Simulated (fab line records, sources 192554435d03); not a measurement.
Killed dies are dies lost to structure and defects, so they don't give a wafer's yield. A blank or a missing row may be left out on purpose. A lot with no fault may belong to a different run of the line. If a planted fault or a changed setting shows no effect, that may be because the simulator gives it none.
Split-lot trial :: flow n5_finfet :: on a route of 1938 steps: 7 lots, 21 wafers read

ON THE SPLIT
At N5_FIN_SAQP_COAT_68 (time 60 s, resist thk 100 nm), the setting spin_rpm was moved away from the recipe's 1500 rpm on 5 of the 21 wafers read, by +4.5% to +8.8%. For the rest of the wafers, this setting stayed at what the recipe calls for.

Reading taken at the split's own step.

THE READING
SOC_of_FIN_SAQP_COAT_68.thk_nm (the simulator's own value, which no gauge read), in nm, at N5_FIN_SAQP_COAT_68 (time 60 s, resist thk 100 nm). There is no usual value for it anywhere in the file. The 16 wafers here that ran the recipe average 99.9 nm, standard deviation 0.27 nm.

wafer: L074.1
tool, chamber at the split: litho_track-05, 0
spin_rpm as run, rpm: 1500
against the recipe: recipe
SOC_of_FIN_SAQP_COAT_68.thk_nm, nm: 99.8
against lot-mates on the recipe: -

wafer: L074.3
tool, chamber at the split: litho_track-05, 0
spin_rpm as run, rpm: 1500
against the recipe: recipe
SOC_of_FIN_SAQP_COAT_68.thk_nm, nm: 99.8
against lot-mates on the recipe: -

wafer: L074.4
tool, chamber at the split: litho_track-05, 0
spin_rpm as run, rpm: 1500
against the recipe: recipe
SOC_of_FIN_SAQP_COAT_68.thk_nm, nm: 100
against lot-mates on the recipe: -

wafer: L077.2
tool, chamber at the split: litho_track-05, 0
spin_rpm as run, rpm: 1500
against the recipe: recipe
SOC_of_FIN_SAQP_COAT_68.thk_nm, nm: 100.4
against lot-mates on the recipe: -

wafer: L077.3
tool, chamber at the split: litho_track-05, 0
spin_rpm as run, rpm: 1500
against the recipe: recipe
SOC_of_FIN_SAQP_COAT_68.thk_nm, nm: 100
against lot-mates on the recipe: -

wafer: L077.6
tool, chamber at the split: litho_track-05, 0
spin_rpm as run, rpm: 1632
against the recipe: +8.8%
SOC_of_FIN_SAQP_COAT_68.thk_nm, nm: 96
against lot-mates on the recipe: -4.2

wafer: L078.1
tool, chamber at the split: litho_track-04, 0
spin_rpm as run, rpm: 1500
against the recipe: recipe
SOC_of_FIN_SAQP_COAT_68.thk_nm, nm: 100.2
against lot-mates on the recipe: -

wafer: L078.2
tool, chamber at the split: litho_track-04, 0
spin_rpm as run, rpm: 1500
against the recipe: recipe
SOC_of_FIN_SAQP_COAT_68.thk_nm, nm: 99.8
against lot-mates on the recipe: -

wafer: L078.6
tool, chamber at the split: litho_track-04, 0
spin_rpm as run, rpm: 1500
against the recipe: recipe
SOC_of_FIN_SAQP_COAT_68.thk_nm, nm: 100
against lot-mates on the recipe: -

wafer: L080.2
tool, chamber at the split: litho_track-05, 0
spin_rpm as run, rpm: 1500
against the recipe: recipe
SOC_of_FIN_SAQP_COAT_68.thk_nm, nm: 100
against lot-mates on the recipe: -

wafer: L080.3
tool, chamber at the split: litho_track-05, 0
spin_rpm as run, rpm: 1500
against the recipe: recipe
SOC_of_FIN_SAQP_COAT_68.thk_nm, nm: 100.2
against lot-mates on the recipe: -

wafer: L080.5
tool, chamber at the split: litho_track-05, 0
spin_rpm as run, rpm: 1500
against the recipe: recipe
SOC_of_FIN_SAQP_COAT_68.thk_nm, nm: 99.8
against lot-mates on the recipe: -

wafer: L082.2
tool, chamber at the split: litho_track-05, 0
spin_rpm as run, rpm: 1500
against the recipe: recipe
SOC_of_FIN_SAQP_COAT_68.thk_nm, nm: 99.2
against lot-mates on the recipe: -

wafer: L082.3
tool, chamber at the split: litho_track-05, 0
spin_rpm as run, rpm: 1500
against the recipe: recipe
SOC_of_FIN_SAQP_COAT_68.thk_nm, nm: 99.8
against lot-mates on the recipe: -

wafer: L082.5
tool, chamber at the split: litho_track-05, 0
spin_rpm as run, rpm: 1500
against the recipe: recipe
SOC_of_FIN_SAQP_COAT_68.thk_nm, nm: 99.6
against lot-mates on the recipe: -

wafer: L086.1
tool, chamber at the split: litho_track-01, 0
spin_rpm as run, rpm: 1605
against the recipe: +7.0%
SOC_of_FIN_SAQP_COAT_68.thk_nm, nm: 97
against lot-mates on the recipe: -3.2

wafer: L086.5
tool, chamber at the split: litho_track-01, 0
spin_rpm as run, rpm: 1500
against the recipe: recipe
SOC_of_FIN_SAQP_COAT_68.thk_nm, nm: 100.2
against lot-mates on the recipe: -

wafer: L086.6
tool, chamber at the split: litho_track-01, 0
spin_rpm as run, rpm: 1605
against the recipe: +7.0%
SOC_of_FIN_SAQP_COAT_68.thk_nm, nm: 96.8
against lot-mates on the recipe: -3.4

wafer: L095.1
tool, chamber at the split: litho_track-04, 0
spin_rpm as run, rpm: 1567
against the recipe: +4.5%
SOC_of_FIN_SAQP_COAT_68.thk_nm, nm: 97.4
against lot-mates on the recipe: -2.4

wafer: L095.3
tool, chamber at the split: litho_track-04, 0
spin_rpm as run, rpm: 1567
against the recipe: +4.5%
SOC_of_FIN_SAQP_COAT_68.thk_nm, nm: 97.8
against lot-mates on the recipe: -2.0

wafer: L095.4
tool, chamber at the split: litho_track-04, 0
spin_rpm as run, rpm: 1500
against the recipe: recipe
SOC_of_FIN_SAQP_COAT_68.thk_nm, nm: 99.8
against lot-mates on the recipe: -

FIT RESULTS
A straight line over all 21 wafers: SOC_of_FIN_SAQP_COAT_68.thk_nm changes by -0.45 nm for each +1% of spin_rpm; r = -0.98; the points scatter about the line by 0.28 nm.
The same after taking each lot's own level away (the mean of its wafers on the recipe; 21 wafers): -0.477 nm for each +1%; r = -0.99; scatter 0.17 nm.
On that fit, the largest move of spin_rpm shifts the reading by 4.2 nm.
The lots' own levels span 99.53 to 100.20 nm, that is 2.4 times the standard deviation above.
The two slopes agree, so the slope changes little with the lot-to-lot level.
Check: for one of the wafers moved furthest among these (+8.8%), held out of the fit, the line's prediction against its lot-mates is -4.2 nm. Against them it came out at -4.2 nm.

ADDITIONAL SPLITS CARRIED BY THESE WAFERS
These wafers also went through other splits before the reading. Each is held against what the fit with the lots' levels taken away leaves over:
other split on the same wafers: N5_WELL_APT_COAT_02 spin_rpm
wafers away from the commonest value: 8
r with SOC_of_FIN_SAQP_COAT_68.thk_nm (lot level and that fit taken away): -0.01

other split on the same wafers: N5_WELL_APT_PEB_06 peb_time_s
wafers away from the commonest value: 9
r with SOC_of_FIN_SAQP_COAT_68.thk_nm (lot level and that fit taken away): -0.21

other split on the same wafers: N5_WELL_APT_PEB_23 peb_time_s
wafers away from the commonest value: 7
r with SOC_of_FIN_SAQP_COAT_68.thk_nm (lot level and that fit taken away): -0.15

other split on the same wafers: N5_WELL_APT_DESCUM_30 time_s
wafers away from the commonest value: 5
r with SOC_of_FIN_SAQP_COAT_68.thk_nm (lot level and that fit taken away): +0.00

other split on the same wafers: N5_FIN_SAQP_ETCH_65 time_s
wafers away from the commonest value: 4
r with SOC_of_FIN_SAQP_COAT_68.thk_nm (lot level and that fit taken away): +0.34

THE FILE'S OWN FIT
SOC_of_FIN_SAQP_COAT_68.thk_nm changes by -0.477 nm for each +1% of spin_rpm, r = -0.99.
